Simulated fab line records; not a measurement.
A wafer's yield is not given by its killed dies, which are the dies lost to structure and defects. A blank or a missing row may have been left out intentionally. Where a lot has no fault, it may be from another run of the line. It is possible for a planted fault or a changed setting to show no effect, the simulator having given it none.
Matching of chambers ; flow nand-harc ; NHARC_P_ZERO_WELL_DESCUM_39 on rie-diel-01 has 4 sister chambers
The step chemistry O2, time 3 s. 14 wafers are shown with their chamber, then 7 later ones without.

WAFERS, EACH WITH ITS CHAMBER
wafer;chamber;showerhead-plenum-p-Torr (Torr);throttle-valve-pct (%);rf-vpp-V (V)
L665.1;1;1.84;11.318;57.0
L665.2;3;1.79;11.308;59.2
L665.4;2;1.80;11.320;56.9
L667.1;0;1.96;11.326;57.7
L667.2;2;1.80;11.307;58.4
L667.5;1;1.84;11.317;58.2
L671.1;2;1.80;11.314;57.8
L671.3;1;1.84;11.302;56.2
L671.5;2;1.80;11.314;57.6
L678.1;0;1.95;11.314;59.3
L678.2;1;1.83;11.294;58.2
L678.6;1;1.83;11.314;58.0
L681.1;2;1.79;11.310;58.9
L681.3;3;1.77;11.296;57.8

SIGNATURES, as means of the wafers listed above
reading;chamber 0;chamber 1;chamber 2;chamber 3;scatter within a chamber
showerhead-plenum-p-Torr;1.9550;1.8360;1.7980;1.7800;0.00671
throttle-valve-pct;11.32000;11.30900;11.31300;11.30200;0.00827
rf-vpp-V;58.500;57.520;57.920;58.500;0.882
Rule: for a wafer and a chamber, the distance is found by dividing, reading by reading, the gap between the wafer's reading and the chamber's mean by the reading's scatter, squaring, summing and taking the root. If the next closest chamber is less than 2 further off than the closest, the wafer can't be placed; otherwise it belongs to the closest. The scatter: take each reading less its chamber's mean, square it, sum over the shown wafers, divide by the number of wafers less the number of chambers, and take the root.

WAFERS WITH NO CHAMBER GIVEN
wafer;showerhead-plenum-p-Torr (Torr);throttle-valve-pct (%);rf-vpp-V (V)
L681.5;1.83;11.304;55.5
L687.1;2.07;11.303;59.8
L687.2;1.79;11.318;57.1
L687.6;2.07;11.312;59.1
L688.2;2.07;11.304;58.5
L688.3;1.79;11.324;56.9
L688.6;1.94;11.307;57.1

WHICH CHAMBER EACH WENT THROUGH
wafer;from the rows above;in truth
L681.5;1;1
L687.1;0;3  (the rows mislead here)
L687.2;can't be placed: 2 or 3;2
L687.6;0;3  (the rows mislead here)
L688.2;0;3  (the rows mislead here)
L688.3;can't be placed: 2 or 3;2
L688.6;0;0
Correctly placed: 2 of 7. Unplaceable from these rows: 2, with the true chamber sitting among the candidates in 2. 3 placed wrongly.
